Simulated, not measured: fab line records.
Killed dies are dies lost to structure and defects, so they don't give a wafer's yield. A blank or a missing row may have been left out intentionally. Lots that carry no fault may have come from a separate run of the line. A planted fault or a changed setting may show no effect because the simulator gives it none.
fab line records | flow n5-finfet
record: lots: 24 | wafers: 72 | last-day: 17
route steps=1938 shown BEOL_M12@1603 BEOL_M13@1671
lots untouched by any fault: they come from a run of this same line in which no faults occurred
start-h: the number of hours between the record's first day and the start of the first shown wafer of the lot | wait-h: hours since the lot's step before | " repeats the value in the row above | L1.1+2: a row that stands for several wafers | - value missing, or start not given | * or withheld: withheld | < > ~ a bound
route shown NAME@n: NAME is a module with steps in the file, n the number in the route of the first one | usual: mean and standard deviation over wafers with no fault | same: alike in all rows | chamber/n: place in a boat | sites: the reading at each site | _std_site: standard deviation across them | _edge_site: the outer-site mean with the inner-site mean subtracted | radius-mm: for every site, how far away it sits from the centre of the wafer | mask NAME#n: copy n | behind: the last tool/chamber to shape the wafer | hold: cause of the lot's hold/its duration in hours/its outcome | device: transistor that didn't switch, given as n, p or np | end of line: the route-end tests of the same wafers | a step with no rows: only its recipe | killed: dies that structure and defects cost at the first sort, which is not the same as the wafer's yield | map: a wafer's dies, marking killed ones x, the rest . and places with no die _
set.NAME: the setting that was run; set.NAME@STEP: the one run at that earlier step | model.NAME: the simulator's own value behind a step, which no gauge read
a sample of lots followed through the steps of the route, with each step as a table and each wafer as a row
services: when a tool's chamber went out of use (start-h, in hours from the record's first day, below 0 if earlier), for how many hours, and the reason
== steps ==
step: N5_BEOL_M12_THK_MEAS_01
recipe: reads: SiOC_of_BEOL_M12_ILD_DEP_00
usual: M12_ILD_THK: 660/7.8
lot.wafer | tool          | chamber | start-h | wait-h | M12_ILD_THK[nm]
L074.1    | film-metro-01 | -       | 234.68  | 0.1    | 655
L074.2    | "             | -       | "       | "      | 655
L074.3    | "             | -       | "       | "      | 663
L076.1    | film-metro-01 | -       | 241.54  | 0.1    | 658
L076.2    | "             | -       | "       | "      | 666
L076.4    | "             | -       | "       | "      | 658
L077.1    | film-metro-02 | -       | 241.79  | 0.1    | 657
L077.5    | "             | -       | "       | "      | 658
L077.6    | "             | -       | "       | "      | 657
L075.1    | film-metro-02 | -       | 245.22  | 0.1    | 654
L075.2    | "             | -       | "       | "      | 652
L075.4    | "             | -       | "       | "      | 660
L078.1    | film-metro-01 | -       | 249.98  | 0.1    | 660
L078.2    | "             | -       | "       | "      | 655
L078.3    | "             | -       | "       | "      | 647
L079.1    | film-metro-02 | -       | 250.25  | 0.1    | 656
L079.2    | "             | -       | "       | "      | 661
L079.3    | "             | -       | "       | "      | 655
L080.2    | film-metro-01 | -       | 273.02  | 0.1    | 663
L080.5    | "             | -       | "       | "      | 677
L080.6    | "             | -       | "       | "      | 679
L081.1    | film-metro-01 | -       | 274.61  | 0.1    | 659
L081.2    | "             | -       | "       | "      | 664
L081.6    | "             | -       | "       | "      | 674
L082.2    | film-metro-01 | -       | 276.21  | 0.1    | 648
L082.5    | "             | -       | "       | "      | 661
L082.6    | "             | -       | "       | "      | 649
L083.1    | film-metro-02 | -       | 285.91  | 0.1    | 659
L083.3    | "             | -       | "       | "      | 660
L083.5    | "             | -       | "       | "      | 660
L084.1    | film-metro-01 | -       | 289.55  | 0.1    | 655
L084.3    | "             | -       | "       | "      | 653
L084.6    | "             | -       | "       | "      | 658
L086.2    | film-metro-01 | -       | 297.73  | 0.1    | 649
L086.5    | "             | -       | "       | "      | 668
L086.6    | "             | -       | "       | "      | 664
L085.3    | film-metro-02 | -       | 298.42  | 0.1    | 662
L085.4    | "             | -       | "       | "      | 666
L085.5    | "             | -       | "       | "      | 677
L087.3    | film-metro-01 | -       | 306.11  | 0.1    | 648
L087.5    | "             | -       | "       | "      | 657
L087.6    | "             | -       | "       | "      | 657
L088.1    | film-metro-02 | -       | 307.13  | 0.1    | 659
L088.3    | "             | -       | "       | "      | 650
L088.4    | "             | -       | "       | "      | 666
L089.1    | film-metro-01 | -       | 317.30  | 0.1    | 652
L089.3    | "             | -       | "       | "      | 650
L089.6    | "             | -       | "       | "      | 658
L091.1    | film-metro-02 | -       | 334.94  | 0.1    | 652
L091.5    | "             | -       | "       | "      | 672
L091.6    | "             | -       | "       | "      | 662
L090.1    | film-metro-02 | -       | 337.62  | 0.1    | 656
L090.3    | "             | -       | "       | "      | 662
L090.5    | "             | -       | "       | "      | 668
L092.1    | film-metro-02 | -       | 344.10  | 0.1    | 661
L092.2    | "             | -       | "       | "      | 659
L092.3    | "             | -       | "       | "      | 663
L094.2    | film-metro-02 | -       | 346.29  | 0.1    | 660
L094.4    | "             | -       | "       | "      | 660
L094.6    | "             | -       | "       | "      | 679
L093.1    | film-metro-02 | -       | 346.36  | 0.1    | 651
L093.2    | "             | -       | "       | "      | 653
L093.4    | "             | -       | "       | "      | 662
L096.2    | film-metro-01 | -       | 362.29  | 0.1    | 650
L096.4    | "             | -       | "       | "      | 661
L096.6    | "             | -       | "       | "      | 665
L095.1    | film-metro-02 | -       | 371.54  | 0.1    | 651
L095.4    | "             | -       | "       | "      | 654
L095.6    | "             | -       | "       | "      | 660
L097.3    | film-metro-02 | -       | 371.86  | 0.1    | 663
L097.4    | "             | -       | "       | "      | 657
L097.5    | "             | -       | "       | "      | 670
step: N5_BEOL_M12_OCD_MEAS_35
usual: trench-depth-nm: 319/4
lot.wafer | tool   | chamber | start-h | wait-h | trench-depth-nm
L074.1    | ocd-01 | -       | 236.70  | 0.0    | 318
L074.2    | "      | -       | "       | "      | 326
L074.3    | "      | -       | "       | "      | 315
L076.1    | ocd-01 | -       | 243.88  | 0.0    | 320
L076.2    | "      | -       | "       | "      | 324
L076.4    | "      | -       | "       | "      | 319
L077.1    | ocd-01 | -       | 244.30  | 0.0    | 323
L077.5    | "      | -       | "       | "      | 328
L077.6    | "      | -       | "       | "      | 324
L075.1    | ocd-01 | -       | 247.16  | 0.0    | 325
L075.2    | "      | -       | "       | "      | 323
L075.4    | "      | -       | "       | "      | 320
L078.1    | ocd-02 | -       | 252.32  | 0.0    | 317
L078.2    | "      | -       | "       | "      | 315
L078.3    | "      | -       | "       | "      | 321
L079.1    | ocd-01 | -       | 252.42  | 0.0    | 322
L079.2    | "      | -       | "       | "      | 315
L079.3    | "      | -       | "       | "      | 318
L080.2    | ocd-01 | -       | 275.39  | 0.0    | 316
L080.5    | "      | -       | "       | "      | 316
L080.6    | "      | -       | "       | "      | 314
L081.1    | ocd-02 | -       | 276.68  | 0.0    | 324
L081.2    | "      | -       | "       | "      | 327
L081.6    | "      | -       | "       | "      | 325
L082.2    | ocd-02 | -       | 278.03  | 0.0    | 326
L082.5    | "      | -       | "       | "      | 313
L082.6    | "      | -       | "       | "      | 321
L083.1    | ocd-01 | -       | 288.79  | 0.0    | 322
L083.3    | "      | -       | "       | "      | 316
L083.5    | "      | -       | "       | "      | 317
L084.1    | ocd-02 | -       | 291.62  | 0.0    | 325
L084.3    | "      | -       | "       | "      | 319
L084.6    | "      | -       | "       | "      | 320
L086.2    | ocd-01 | -       | 299.97  | 0.0    | 319
L086.5    | "      | -       | "       | "      | 315
L086.6    | "      | -       | "       | "      | 314
L085.3    | ocd-02 | -       | 300.49  | 0.0    | 315
L085.4    | "      | -       | "       | "      | 321
L085.5    | "      | -       | "       | "      | 322
L087.3    | ocd-01 | -       | 308.13  | 0.0    | 322
L087.5    | "      | -       | "       | "      | 313
L087.6    | "      | -       | "       | "      | 319
L088.1    | ocd-02 | -       | 309.16  | 0.0    | 322
L088.3    | "      | -       | "       | "      | 323
L088.4    | "      | -       | "       | "      | 321
L089.1    | ocd-02 | -       | 319.38  | 0.0    | 315
L089.3    | "      | -       | "       | "      | 318
L089.6    | "      | -       | "       | "      | 323
L091.1    | ocd-01 | -       | 337.28  | 0.0    | 323
L091.5    | "      | -       | "       | "      | 322
L091.6    | "      | -       | "       | "      | 315
L090.1    | ocd-02 | -       | 339.43  | 0.0    | 318
L090.3    | "      | -       | "       | "      | 323
L090.5    | "      | -       | "       | "      | 327
L092.1    | ocd-02 | -       | 346.14  | 0.0    | 317
L092.2    | "      | -       | "       | "      | 327
L092.3    | "      | -       | "       | "      | 315
L094.2    | ocd-01 | -       | 348.10  | 0.0    | 319
L094.4    | "      | -       | "       | "      | 315
L094.6    | "      | -       | "       | "      | 317
L093.1    | ocd-02 | -       | 348.21  | 0.0    | 313
L093.2    | "      | -       | "       | "      | 325
L093.4    | "      | -       | "       | "      | 320
L096.2    | ocd-02 | -       | 364.26  | 0.0    | 318
L096.4    | "      | -       | "       | "      | 318
L096.6    | "      | -       | "       | "      | 316
L095.1    | ocd-02 | -       | 373.36  | 0.0    | 322
L095.4    | "      | -       | "       | "      | 321
L095.6    | "      | -       | "       | "      | 314
L097.3    | ocd-01 | -       | 373.96  | 0.0    | 326
L097.4    | "      | -       | "       | "      | 321
L097.5    | "      | -       | "       | "      | 324
step: N5_BEOL_M12_DEGAS_41
recipe: ambient: vacuum | temp-c: 250 | time-s: 60
usual: heater-power-w: 348/44 | susceptor-temp-C: 250.01/0.17
same: time-s: 60
lot.wafer | tool           | chamber | start-h | wait-h | heater-power-w | susceptor-temp-C
L074.1    | pvd-sputter-02 | -       | 237.34  | 0.3    | 344            | 250.02
L074.2    | "              | -       | "       | "      | 313            | 249.89
L074.3    | "              | -       | "       | "      | 373            | 249.91
L076.1    | pvd-sputter-01 | -       | 244.61  | 0.2    | 296            | 249.90
L076.2    | "              | -       | "       | "      | 368            | 250.04
L076.4    | "              | -       | "       | "      | 325            | 249.93
L077.1    | pvd-sputter-01 | -       | 248.75  | 0.2    | 326            | 250.03
L077.5    | "              | -       | "       | "      | 371            | 250.26
L077.6    | "              | -       | "       | "      | 320            | 250.27
L075.1    | pvd-sputter-03 | -       | 249.03  | 0.2    | 301            | 250.15
L075.2    | "              | -       | "       | "      | 467            | 249.98
L075.4    | "              | -       | "       | "      | 310            | 249.90
L078.1    | pvd-sputter-01 | -       | 255.17  | 0.3    | 351            | 249.92
L078.2    | "              | -       | "       | "      | 295            | 249.88
L078.3    | "              | -       | "       | "      | 373            | 250.11
L079.1    | pvd-sputter-01 | -       | 257.67  | 0.3    | 299            | 249.97
L079.2    | "              | -       | "       | "      | 351            | 249.93
L079.3    | "              | -       | "       | "      | 321            | 250.12
L080.2    | pvd-sputter-03 | -       | 277.43  | 0.8    | 293            | 249.91
L080.5    | "              | -       | "       | "      | 351            | 250.14
L080.6    | "              | -       | "       | "      | 315            | 249.64
L081.1    | pvd-sputter-01 | -       | 279.68  | 1.3    | 317            | 250.38
L081.2    | "              | -       | "       | "      | 295            | 249.72
L081.6    | "              | -       | "       | "      | 296            | 249.85
L082.2    | pvd-sputter-03 | -       | 280.27  | 0.8    | 466            | 250.15
L082.5    | "              | -       | "       | "      | 364            | 250.05
L082.6    | "              | -       | "       | "      | 462            | 250.05
L083.1    | pvd-sputter-01 | -       | 290.00  | 0.6    | 345            | 250.17
L083.3    | "              | -       | "       | "      | 324            | 249.76
L083.5    | "              | -       | "       | "      | 373            | 250.16
L084.1    | pvd-sputter-01 | -       | 295.89  | 0.5    | 382            | 249.91
L084.3    | "              | -       | "       | "      | 359            | 249.97
L084.6    | "              | -       | "       | "      | 317            | 249.95
L086.2    | pvd-sputter-02 | -       | 302.93  | 0.3    | 356            | 250.03
L086.5    | "              | -       | "       | "      | 355            | 249.92
L086.6    | "              | -       | "       | "      | 373            | 250.09
L085.3    | pvd-sputter-01 | -       | 303.05  | 0.2    | 289            | 249.99
L085.4    | "              | -       | "       | "      | 340            | 250.11
L085.5    | "              | -       | "       | "      | 328            | 249.86
L087.3    | pvd-sputter-02 | -       | 308.49  | 0.0    | 348            | 249.91
L087.5    | "              | -       | "       | "      | 377            | 249.99
L087.6    | "              | -       | "       | "      | 343            | 250.08
L088.1    | pvd-sputter-02 | -       | 310.91  | 0.3    | 352            | 249.91
L088.3    | "              | -       | "       | "      | 381            | 249.91
L088.4    | "              | -       | "       | "      | 355            | 250.01
L089.1    | pvd-sputter-02 | -       | 320.59  | 0.3    | 313            | 249.88
L089.3    | "              | -       | "       | "      | 352            | 250.03
L089.6    | "              | -       | "       | "      | 379            | 249.78
L091.1    | pvd-sputter-02 | -       | 342.05  | 0.3    | 351            | 250.10
L091.5    | "              | -       | "       | "      | 336            | 249.94
L091.6    | "              | -       | "       | "      | 303            | 249.85
L090.1    | pvd-sputter-03 | -       | 342.40  | 0.3    | 313            | 250.02
L090.3    | "              | -       | "       | "      | 466            | 250.09
L090.5    | "              | -       | "       | "      | 353            | 249.93
L092.1    | pvd-sputter-02 | -       | 350.40  | 0.1    | 358            | 249.97
L092.2    | "              | -       | "       | "      | 310            | 249.88
L092.3    | "              | -       | "       | "      | 378            | 249.79
L094.2    | pvd-sputter-02 | -       | 352.70  | 0.2    | 390            | 250.13
L094.4    | "              | -       | "       | "      | 305            | 249.93
L094.6    | "              | -       | "       | "      | 347            | 249.88
L093.1    | pvd-sputter-01 | -       | 353.01  | 0.4    | 316            | 249.83
L093.2    | "              | -       | "       | "      | 373            | 249.84
L093.4    | "              | -       | "       | "      | 349            | 250.11
L096.2    | pvd-sputter-03 | -       | 366.13  | 0.7    | 316            | 250.17
L096.4    | "              | -       | "       | "      | 357            | 250.16
L096.6    | "              | -       | "       | "      | 468            | 250.13
L095.1    | pvd-sputter-03 | -       | 377.86  | 0.3    | 309            | 249.97
L095.4    | "              | -       | "       | "      | 297            | 250.00
L095.6    | "              | -       | "       | "      | 294            | 250.16
L097.3    | pvd-sputter-01 | -       | 378.10  | 0.2    | 357            | 249.70
L097.4    | "              | -       | "       | "      | 323            | 250.40
L097.5    | "              | -       | "       | "      | 298            | 250.36
step: N5_BEOL_M12_SPUTTER_43
recipe: material: TaN | target-thk-a: 150 | temp-c: 50 | bias-v: 168.6 | power-w: 15000 | chamber-pressure-pa: 0.12 | time-s: 24.19
usual: susceptor-temp-C: 50.00/0.12 | throttle-valve-pct: 29.9/1
same: time-s: 24.19
lot.wafer | tool           | chamber | start-h | wait-h | susceptor-temp-C | throttle-valve-pct
L074.1    | pvd-sputter-02 | -       | 237.42  | 0.0    | 49.93            | 31.4
L074.2    | "              | -       | "       | "      | 50.02            | 28.9
L074.3    | "              | -       | "       | "      | 50.11            | 30.4
L076.1    | pvd-sputter-01 | -       | 244.69  | 0.0    | 50.08            | 29.4
L076.2    | "              | -       | "       | "      | 49.87            | 29.8
L076.4    | "              | -       | "       | "      | 49.65            | 30.7
L077.1    | pvd-sputter-01 | -       | 248.83  | 0.0    | 49.95            | 30.6
L077.5    | "              | -       | "       | "      | 49.86            | 30.5
L077.6    | "              | -       | "       | "      | 49.86            | 31.1
L075.1    | pvd-sputter-03 | -       | 249.11  | 0.0    | 49.86            | 28.7
L075.2    | "              | -       | "       | "      | 50.11            | 29.8
L075.4    | "              | -       | "       | "      | 49.96            | 31.3
L078.1    | pvd-sputter-01 | -       | 255.25  | 0.0    | 49.81            | 30.0
L078.2    | "              | -       | "       | "      | 50.21            | 29.4
L078.3    | "              | -       | "       | "      | 49.89            | 30.7
L079.1    | pvd-sputter-01 | -       | 257.75  | 0.0    | 49.88            | 29.4
L079.2    | "              | -       | "       | "      | 50.00            | 29.7
L079.3    | "              | -       | "       | "      | 50.04            | 30.8
L080.2    | pvd-sputter-03 | -       | 277.51  | 0.0    | 50.05            | 28.6
L080.5    | "              | -       | "       | "      | 50.00            | 28.5
L080.6    | "              | -       | "       | "      | 49.81            | 31.4
L081.1    | pvd-sputter-01 | -       | 279.76  | 0.0    | 50.01            | 30.8
L081.2    | "              | -       | "       | "      | 50.03            | 29.3
L081.6    | "              | -       | "       | "      | 50.23            | 29.7
L082.2    | pvd-sputter-03 | -       | 280.35  | 0.0    | 50.09            | 29.7
L082.5    | "              | -       | "       | "      | 50.16            | 28.3
L082.6    | "              | -       | "       | "      | 50.00            | 29.8
L083.1    | pvd-sputter-01 | -       | 290.08  | 0.0    | 50.10            | 29.8
L083.3    | "              | -       | "       | "      | 49.85            | 30.8
L083.5    | "              | -       | "       | "      | 49.90            | 30.9
L084.1    | pvd-sputter-01 | -       | 295.97  | 0.0    | 50.10            | 30.7
L084.3    | "              | -       | "       | "      | 49.84            | 29.8
L084.6    | "              | -       | "       | "      | 50.14            | 30.6
L086.2    | pvd-sputter-02 | -       | 303.01  | 0.0    | 50.04            | 29.1
L086.5    | "              | -       | "       | "      | 50.08            | 28.7
L086.6    | "              | -       | "       | "      | 49.81            | 30.6
L085.3    | pvd-sputter-01 | -       | 303.13  | 0.0    | 50.08            | 29.2
L085.4    | "              | -       | "       | "      | 50.01            | 30.0
L085.5    | "              | -       | "       | "      | 50.03            | 31.2
L087.3    | pvd-sputter-02 | -       | 308.57  | 0.0    | 50.06            | 28.8
L087.5    | "              | -       | "       | "      | 49.98            | 30.3
L087.6    | "              | -       | "       | "      | 49.96            | 31.8
L088.1    | pvd-sputter-02 | -       | 310.99  | 0.0    | 50.08            | 31.3
L088.3    | "              | -       | "       | "      | 49.91            | 30.3
L088.4    | "              | -       | "       | "      | 50.04            | 28.7
L089.1    | pvd-sputter-02 | -       | 320.67  | 0.0    | 50.12            | 28.6
L089.3    | "              | -       | "       | "      | 49.88            | 31.4
L089.6    | "              | -       | "       | "      | 49.99            | 30.6
L091.1    | pvd-sputter-02 | -       | 342.13  | 0.0    | 49.96            | 31.6
L091.5    | "              | -       | "       | "      | 49.83            | 31.7
L091.6    | "              | -       | "       | "      | 50.09            | 28.9
L090.1    | pvd-sputter-03 | -       | 342.48  | 0.0    | 50.02            | 31.2
L090.3    | "              | -       | "       | "      | 49.97            | 29.8
L090.5    | "              | -       | "       | "      | 50.05            | 28.4
L092.1    | pvd-sputter-02 | -       | 350.48  | 0.0    | 50.02            | 28.9
L092.2    | "              | -       | "       | "      | 50.37            | 28.7
L092.3    | "              | -       | "       | "      | 50.02            | 30.5
L094.2    | pvd-sputter-02 | -       | 352.78  | 0.0    | 49.89            | 30.4
L094.4    | "              | -       | "       | "      | 49.85            | 28.8
L094.6    | "              | -       | "       | "      | 49.89            | 31.7
L093.1    | pvd-sputter-01 | -       | 353.09  | 0.0    | 49.95            | 30.9
L093.2    | "              | -       | "       | "      | 49.91            | 30.7
L093.4    | "              | -       | "       | "      | 50.06            | 29.9
L096.2    | pvd-sputter-03 | -       | 366.21  | 0.0    | 49.87            | 31.5
L096.4    | "              | -       | "       | "      | 50.03            | 28.5
L096.6    | "              | -       | "       | "      | 49.99            | 29.7
L095.1    | pvd-sputter-03 | -       | 377.94  | 0.0    | 49.58            | 31.2
L095.4    | "              | -       | "       | "      | 50.23            | 28.8
L095.6    | "              | -       | "       | "      | 50.05            | 28.7
L097.3    | pvd-sputter-01 | -       | 378.18  | 0.0    | 50.02            | 29.8
L097.4    | "              | -       | "       | "      | 50.24            | 30.8
L097.5    | "              | -       | "       | "      | 50.04            | 29.3
step: N5_BEOL_M12_RS_MEAS_54
recipe: thk-meas-gauge: four-point-probe | reads: Cu_of_BEOL_M12_ECD_47+Ta_of_BEOL_M12_SPUTTER_44+TaN_of_BEOL_M12_SPUTTER_43
usual: M12_RS: 0.0600/0.00078
lot.wafer | tool          | chamber | start-h | wait-h | M12_RS[ohm/sq]
L074.1    | film-metro-01 | -       | 238.62  | 0.0    | 0.0604
L074.2    | "             | -       | "       | "      | 0.0588
L074.3    | "             | -       | "       | "      | 0.0609
L076.1    | film-metro-01 | -       | 246.51  | 0.0    | 0.0602
L076.2    | "             | -       | "       | "      | 0.0597
L076.4    | "             | -       | "       | "      | 0.0602
L077.1    | film-metro-02 | -       | 249.97  | 0.0    | 0.0594
L077.5    | "             | -       | "       | "      | 0.0582
L077.6    | "             | -       | "       | "      | 0.0589
L075.1    | film-metro-02 | -       | 250.51  | 0.0    | 0.0587
L075.2    | "             | -       | "       | "      | 0.0594
L075.4    | "             | -       | "       | "      | 0.0597
L078.1    | film-metro-01 | -       | 256.38  | 0.0    | 0.0610
L078.2    | "             | -       | "       | "      | 0.0612
L078.3    | "             | -       | "       | "      | 0.0602
L079.1    | film-metro-01 | -       | 259.30  | 0.0    | 0.0601
L079.2    | "             | -       | "       | "      | 0.0616
L079.3    | "             | -       | "       | "      | 0.0610
L080.2    | film-metro-01 | -       | 278.65  | 0.0    | 0.0608
L080.5    | "             | -       | "       | "      | 0.0605
L080.6    | "             | -       | "       | "      | 0.0605
L081.1    | film-metro-02 | -       | 280.90  | 0.0    | 0.0592
L081.2    | "             | -       | "       | "      | 0.0584
L081.6    | "             | -       | "       | "      | 0.0590
L082.2    | film-metro-02 | -       | 281.62  | 0.0    | 0.0588
L082.5    | "             | -       | "       | "      | 0.0608
L082.6    | "             | -       | "       | "      | 0.0600
L083.1    | film-metro-02 | -       | 291.22  | 0.0    | 0.0595
L083.3    | "             | -       | "       | "      | 0.0605
L083.5    | "             | -       | "       | "      | 0.0600
L084.1    | film-metro-01 | -       | 297.13  | 0.1    | 0.0592
L084.3    | "             | -       | "       | "      | 0.0602
L084.6    | "             | -       | "       | "      | 0.0601
L086.2    | film-metro-01 | -       | 304.53  | 0.0    | 0.0601
L086.5    | "             | -       | "       | "      | 0.0606
L086.6    | "             | -       | "       | "      | 0.0607
L085.3    | film-metro-02 | -       | 305.61  | 0.0    | 0.0608
L085.4    | "             | -       | "       | "      | 0.0594
L085.5    | "             | -       | "       | "      | 0.0596
L087.3    | film-metro-02 | -       | 309.97  | 0.0    | 0.0596
L087.5    | "             | -       | "       | "      | 0.0613
L087.6    | "             | -       | "       | "      | 0.0604
L088.1    | film-metro-02 | -       | 312.14  | 0.0    | 0.0594
L088.3    | "             | -       | "       | "      | 0.0590
L088.4    | "             | -       | "       | "      | 0.0593
L089.1    | film-metro-02 | -       | 322.05  | 0.0    | 0.0611
L089.3    | "             | -       | "       | "      | 0.0604
L089.6    | "             | -       | "       | "      | 0.0593
L091.1    | film-metro-01 | -       | 343.27  | 0.0    | 0.0596
L091.5    | "             | -       | "       | "      | 0.0600
L091.6    | "             | -       | "       | "      | 0.0610
L090.1    | film-metro-01 | -       | 343.62  | 0.0    | 0.0603
L090.3    | "             | -       | "       | "      | 0.0596
L090.5    | "             | -       | "       | "      | 0.0591
L092.1    | film-metro-01 | -       | 351.62  | 0.0    | 0.0607
L092.2    | "             | -       | "       | "      | 0.0587
L092.3    | "             | -       | "       | "      | 0.0607
L094.2    | film-metro-01 | -       | 353.92  | 0.0    | 0.0603
L094.4    | "             | -       | "       | "      | 0.0607
L094.6    | "             | -       | "       | "      | 0.0603
L093.1    | film-metro-01 | -       | 354.23  | 0.0    | 0.0613
L093.2    | "             | -       | "       | "      | 0.0590
L093.4    | "             | -       | "       | "      | 0.0604
L096.2    | film-metro-01 | -       | 367.35  | 0.0    | 0.0601
L096.4    | "             | -       | "       | "      | 0.0602
L096.6    | "             | -       | "       | "      | 0.0602
L095.1    | film-metro-02 | -       | 379.24  | 0.0    | 0.0592
L095.4    | "             | -       | "       | "      | 0.0594
L095.6    | "             | -       | "       | "      | 0.0608
L097.3    | film-metro-01 | -       | 380.12  | 0.0    | 0.0585
L097.4    | "             | -       | "       | "      | 0.0598
L097.5    | "             | -       | "       | "      | 0.0589
step: N5_BEOL_M13_INSPECT_12
recipe: mode: adi | inspect-instrument: macro
usual: raw-defect-count: 1.9/1.4
lot.wafer | tool              | chamber | start-h | wait-h | raw-defect-count
L074.1    | defect-inspect-01 | -       | 239.31  | 0.0    | 4
L074.2    | "                 | -       | "       | "      | 3
L074.3    | "                 | -       | "       | "      | 5
L076.1    | defect-inspect-02 | -       | 247.08  | 0.0    | 1
L076.2    | "                 | -       | "       | "      | 0
L076.4    | "                 | -       | "       | "      | 2
L077.1    | defect-inspect-02 | -       | 250.67  | 0.0    | 1
L077.5    | "                 | -       | "       | "      | 3
L077.6    | "                 | -       | "       | "      | 3
L075.1    | defect-inspect-02 | -       | 251.21  | 0.0    | 3
L075.2    | "                 | -       | "       | "      | 1
L075.4    | "                 | -       | "       | "      | 0
L078.1    | defect-inspect-01 | -       | 256.95  | 0.0    | 6
L078.2    | "                 | -       | "       | "      | 4
L078.3    | "                 | -       | "       | "      | 1
L079.1    | defect-inspect-02 | -       | 260.00  | 0.0    | 1
L079.2    | "                 | -       | "       | "      | 2
L079.3    | "                 | -       | "       | "      | 0
L080.2    | defect-inspect-01 | -       | 279.22  | 0.0    | 6
L080.5    | "                 | -       | "       | "      | 2
L080.6    | "                 | -       | "       | "      | 3
L081.1    | defect-inspect-02 | -       | 281.47  | 0.0    | 3
L081.2    | "                 | -       | "       | "      | 1
L081.6    | "                 | -       | "       | "      | 3
L082.2    | defect-inspect-02 | -       | 282.19  | 0.0    | 0
L082.5    | "                 | -       | "       | "      | 1
L082.6    | "                 | -       | "       | "      | 2
L083.1    | defect-inspect-01 | -       | 291.79  | 0.0    | 3
L083.3    | "                 | -       | "       | "      | 2
L083.5    | "                 | -       | "       | "      | 3
L084.1    | defect-inspect-01 | -       | 297.89  | 0.0    | 0
L084.3    | "                 | -       | "       | "      | 2
L084.6    | "                 | -       | "       | "      | 4
L086.2    | defect-inspect-02 | -       | 305.10  | 0.0    | 2
L086.5    | "                 | -       | "       | "      | 2
L086.6    | "                 | -       | "       | "      | 2
L085.3    | defect-inspect-01 | -       | 306.18  | 0.0    | 2
L085.4    | "                 | -       | "       | "      | 2
L085.5    | "                 | -       | "       | "      | 0
L087.3    | defect-inspect-02 | -       | 310.55  | 0.0    | 1
L087.5    | "                 | -       | "       | "      | 4
L087.6    | "                 | -       | "       | "      | 2
L088.1    | defect-inspect-02 | -       | 312.85  | 0.0    | 1
L088.3    | "                 | -       | "       | "      | 2
L088.4    | "                 | -       | "       | "      | 3
L089.1    | defect-inspect-02 | -       | 322.68  | 0.0    | 1
L089.3    | "                 | -       | "       | "      | 3
L089.6    | "                 | -       | "       | "      | 1
L091.1    | defect-inspect-01 | -       | 343.96  | 0.0    | 2
L091.5    | "                 | -       | "       | "      | 2
L091.6    | "                 | -       | "       | "      | 1
L090.1    | defect-inspect-02 | -       | 344.32  | 0.0    | 2
L090.3    | "                 | -       | "       | "      | 2
L090.5    | "                 | -       | "       | "      | 1
L092.1    | defect-inspect-02 | -       | 352.32  | 0.0    | 2
L092.2    | "                 | -       | "       | "      | 1
L092.3    | "                 | -       | "       | "      | 1
L094.2    | defect-inspect-02 | -       | 354.68  | 0.0    | 1
L094.4    | "                 | -       | "       | "      | 1
L094.6    | "                 | -       | "       | "      | 0
L093.1    | defect-inspect-02 | -       | 354.81  | 0.0    | 1
L093.2    | "                 | -       | "       | "      | 3
L093.4    | "                 | -       | "       | "      | 0
L096.2    | defect-inspect-01 | -       | 368.04  | 0.0    | 0
L096.4    | "                 | -       | "       | "      | 0
L096.6    | "                 | -       | "       | "      | 2
L095.1    | defect-inspect-01 | -       | 379.81  | 0.0    | 0
L095.4    | "                 | -       | "       | "      | 3
L095.6    | "                 | -       | "       | "      | 2
L097.3    | defect-inspect-02 | -       | 380.86  | 0.0    | 4
L097.4    | "                 | -       | "       | "      | 0
L097.5    | "                 | -       | "       | "      | 1
== services ==
tool           | chamber | start-h | hours | kind
pvd-sputter-02 | -       | 346.69  | 2.1   | repair
pvd-sputter-03 | -       | 357.26  | 3.2   | repair
pvd-sputter-03 | -       | 361.68  | 0.8   | repair
== key ==
fault none
